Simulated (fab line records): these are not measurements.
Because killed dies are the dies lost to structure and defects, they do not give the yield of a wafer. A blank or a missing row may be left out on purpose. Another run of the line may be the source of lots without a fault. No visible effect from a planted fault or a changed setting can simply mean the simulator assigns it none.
The tool behind it: which one? ; flow n5_finfet ; 39 wafers from 14 lots sampled at 4 of the route's 1938 steps

== WHAT EACH GAUGE READ, for each wafer ==
No reading from a measuring or inspecting step in the record can be judged against a usual standard deviation.

== WHAT TOOL EACH LOT RAN ON (gives the tool, then ch and the chambers of the sampled wafers, and finally the start) ==
lot;N5_FIN_SAQP_ETCH_69;N5_FIN_SAQP_MANDREL2_REMOVE_60;N5_FIN_CUT_EXPOSE_05;N5_FIN_CUT_DESCUM_13
L828;rie_diel-06 ch 1,2,3, day 2 07:34;rie_si-02 ch 0,2,3, day 2 08:18;euv_scanner-02 ch 0, day 2 09:18;rie_diel-04 ch 0,2, day 2 09:39
L830;rie_diel-06 ch 0,1,3, day 2 20:58;rie_si-02 ch 2,3, day 2 21:58;euv_scanner-02 ch 0, day 2 23:03;rie_diel-03 ch 0,1, day 2 23:18
L838;rie_diel-06 ch 0,2,3, day 4 22:43;rie_si-04 ch 1,2, day 4 23:25;euv_scanner-02, day 5 00:29;rie_diel-04 ch 0,3, day 5 00:44
L839;rie_diel-02 ch 0,1,3, day 5 04:06;rie_si-04 ch 2,3, day 5 04:52;euv_scanner-02, day 5 05:50;rie_diel-03 ch 0,1,3, day 5 06:05
L840;rie_diel-06 ch 1,2,3, day 5 07:58;rie_si-04 ch 1,3, day 5 08:41;euv_scanner-02 ch 0, day 5 09:33;rie_diel-05 ch 0,2,3, day 5 09:47
L842;rie_diel-02 ch 1,2,3, day 5 21:16;rie_si-03 ch 0,3, day 5 22:17;euv_scanner-01 ch 0, day 5 23:11;rie_diel-03 ch 1,2,3, day 5 23:25
L843;rie_diel-02 ch 1,3, day 6 03:08;rie_si-03 ch 2,3, day 6 04:28;euv_scanner-01 ch 0, day 6 05:27;rie_diel-04 ch 2,3, day 6 05:45
L844;rie_diel-02 ch 1,2,3, day 6 09:36;rie_si-02 ch 0,2,3, day 6 11:24;euv_scanner-01 ch 0, day 6 12:20;rie_diel-04 ch 1,2,3, day 6 12:40
L845;rie_diel-01 ch 1,3, day 6 16:20;rie_si-03 ch 0, day 6 17:22;euv_scanner-02 ch 0, day 6 18:22;rie_diel-04 ch 1,2, day 6 18:37
L846;rie_diel-06 ch 0,2,3, day 6 21:00;rie_si-04 ch 0,1, day 6 21:43;euv_scanner-01 ch 0, day 6 22:43;rie_diel-03 ch 0,1,2, day 6 22:58
L847;rie_diel-01 ch 1,2,3, day 7 00:34;rie_si-03 ch 0,1, day 7 01:25;euv_scanner-01 ch 0, day 7 02:23;rie_diel-05 ch 0,3, day 7 02:39
L848;rie_diel-06 ch 0,3, day 7 06:40;rie_si-04 ch 0,2, day 7 07:37;euv_scanner-02 ch 0, day 7 08:39;rie_diel-05 ch 1, day 7 09:25
L849;rie_diel-06 ch 0,1,3, day 7 12:53;rie_si-03 ch 0,3, day 7 13:37;euv_scanner-01 ch 0, day 7 14:36;rie_diel-05 ch 0,2, day 7 14:51
L850;rie_diel-01 ch 1,3, day 7 18:45;rie_si-03 ch 0,1,3, day 7 19:58;euv_scanner-01 ch 0, day 7 20:50;rie_diel-05 ch 1,2, day 7 21:05
- N5_FIN_SAQP_ETCH_69: etches SOC in N2/H2, stops on SiNx, target depth 150 nm.
- N5_FIN_SAQP_MANDREL2_REMOVE_60: chemistry HBr/Cl2/O2, target a-Si, stops on SiNx, bt time 10 s.
- N5_FIN_CUT_EXPOSE_05: exposes mask FIN CUT.
- N5_FIN_CUT_DESCUM_13: chemistry O2, time 7 s.

== WHAT THE TOOLS THEMSELVES READ (means of the sampled wafers that have a number; where no wafer has one, the mark that the record gives instead) ==
N5_FIN_SAQP_ETCH_69. Usual: drypump_motor_current_A 5.7 A, standard deviation 0.55; oes_product_au 0.82 a.u., standard deviation 0.088; rf_vpp_V 241.0 V, standard deviation 1.7; showerhead_plenum_p_Torr 2.56 Torr, standard deviation 0.11; throttle_valve_pct 17.78 %, standard deviation 0.21.
lot;tool;drypump_motor_current_A (A);oes_product_au (a.u.);rf_vpp_V (V);showerhead_plenum_p_Torr (Torr);throttle_valve_pct (%);flag
L828;rie_diel-06;5.8;0.83;240.3;2.52;17.87;
L830;rie_diel-06;5.7;0.81;240.2;2.52;17.82;
L838;rie_diel-06;5.3;0.92;243.2;2.70;17.68;
L839;rie_diel-02;5.4;0.88;241.2;2.56;17.54;
L840;rie_diel-06;5.8;0.86;241.3;2.62;17.75;
L842;rie_diel-02;5.4;0.85;241.5;2.59;17.61;
L843;rie_diel-02;5.2;0.85;241.1;2.53;17.58;
L844;rie_diel-02;5.4;0.84;240.7;2.59;17.62;
L845;rie_diel-01;5.5;0.78;241.3;2.50;17.84;
L846;rie_diel-06;5.3;0.90;242.9;2.70;17.69;
L847;rie_diel-01;5.8;0.75;240.3;2.50;17.85;
L848;rie_diel-06;5.2;0.89;242.8;2.70;17.62;
L849;rie_diel-06;5.7;0.85;242.4;2.62;17.74;
L850;rie_diel-01;5.4;0.75;240.3;2.51;17.90;

N5_FIN_SAQP_MANDREL2_REMOVE_60. Usual: drypump_motor_current_A 5.7 A, standard deviation 0.43; he_backside_leak_sccm 2.7 sccm, standard deviation 0.43; oes_product_au 0.995 a.u., standard deviation 0.02; throttle_valve_pct 36.7 %, standard deviation 0.31.
lot;tool;drypump_motor_current_A (A);he_backside_leak_sccm (sccm);oes_product_au (a.u.);throttle_valve_pct (%);flag
L828;rie_si-02;5.4;2.7;1.000;36.4;
L830;rie_si-02;5.7;2.9;0.987;36.4;
L838;rie_si-04;5.4;2.5;1.015;36.6;
L839;rie_si-04;5.4;2.4;1.020;36.4;
L840;rie_si-04;6.3;2.5;1.014;36.5;
L842;rie_si-03;5.7;2.6;0.983;36.7;
L843;rie_si-03;6.0;3.2;0.961;37.0;
L844;rie_si-02;5.4;2.7;0.991;36.4;
L845;rie_si-03;5.7;2.7;1.004;36.4;
L846;rie_si-04;6.0;2.6;1.011;36.6;
L847;rie_si-03;5.8;2.4;0.999;36.8;
L848;rie_si-04;5.4;2.3;1.011;36.5;
L849;rie_si-03;5.7;2.5;0.992;36.6;
L850;rie_si-03;5.7;2.6;0.988;36.8;

N5_FIN_CUT_EXPOSE_05. Usual: exposure_dose_mJ_cm2 45.79, standard deviation 0.11; focus_offset_nm -0.1 nm, standard deviation 0.5.
lot;tool;exposure_dose_mJ_cm2;focus_offset_nm (nm);flag
L828;euv_scanner-02;45.66;-0.3;
L830;euv_scanner-02;45.66;0.5;
L838;euv_scanner-02;-;-;OFF
L839;euv_scanner-02;-;-;OFF
L840;euv_scanner-02;45.63;0.3;
L842;euv_scanner-01;45.88;-0.2;
L843;euv_scanner-01;45.88;-0.4;
L844;euv_scanner-01;45.85;0.0;
L845;euv_scanner-02;45.72;-0.7;
L846;euv_scanner-01;45.89;0.2;
L847;euv_scanner-01;45.93;-0.6;
L848;euv_scanner-02;45.65;0.7;
L849;euv_scanner-01;45.87;-0.5;
L850;euv_scanner-01;45.84;0.1;

N5_FIN_CUT_DESCUM_13. Usual: drypump_motor_current_A 5.6 A, standard deviation 0.5; oes_product_au 0.76 a.u., standard deviation 0.091; rf_vpp_V 243.0 V, standard deviation 1.5; showerhead_plenum_p_Torr 2.08 Torr, standard deviation 0.074; throttle_valve_pct 20.32 %, standard deviation 0.3.
lot;tool;drypump_motor_current_A (A);oes_product_au (a.u.);rf_vpp_V (V);showerhead_plenum_p_Torr (Torr);throttle_valve_pct (%);flag
L828;rie_diel-04;5.5;0.74;241.6;2.03;20.37;
L830;rie_diel-03;5.1;0.91;243.5;2.18;20.57;
L838;rie_diel-04;5.8;0.78;242.0;2.02;20.37;
L839;rie_diel-03;5.4;0.77;243.9;2.12;20.66;
L840;rie_diel-05;5.4;0.77;244.1;2.11;19.94;
L842;rie_diel-03;5.6;0.79;243.8;2.16;20.59;
L843;rie_diel-04;6.2;0.74;241.5;2.05;20.56;
L844;rie_diel-04;5.8;0.74;242.2;2.04;20.52;
L845;rie_diel-04;5.7;0.72;243.2;2.04;20.57;
L846;rie_diel-03;5.7;0.78;244.6;2.16;20.54;
L847;rie_diel-05;5.3;0.84;244.0;2.10;19.89;
L848;rie_diel-05;5.8;0.70;242.4;1.98;20.41;
L849;rie_diel-05;5.6;0.75;244.5;2.14;19.99;
L850;rie_diel-05;5.8;0.69;242.0;2.04;20.29;

== THE ANSWER, worked out from the rows above alone ==
Rule: a lot is off if the mean of its wafers that have a number lies more than 3 standard deviations from the usual mean. A lot without any number at a reading at which 4 lots or more have one is off too. Where the step has rows for the other lots, those lots are counted as sound. After the gauges, taken in route order, come the tools' own readings; for these a lot's mean is taken, as printed above. The first step at which some lot is off is used, and at that step the reading that is off furthest; a lot without a number counts as furthest.
Off: L838, L839, at N5_FIN_CUT_EXPOSE_05 (exposure_dose_mJ_cm2). Without a number there: L838, L839.
A tool fits if, at that step or a process step before it, it ran every lot that is off, and no sound lot after the first of them. None of those tried fits.

== WHAT THE SIMULATOR HAD INSERTED ==
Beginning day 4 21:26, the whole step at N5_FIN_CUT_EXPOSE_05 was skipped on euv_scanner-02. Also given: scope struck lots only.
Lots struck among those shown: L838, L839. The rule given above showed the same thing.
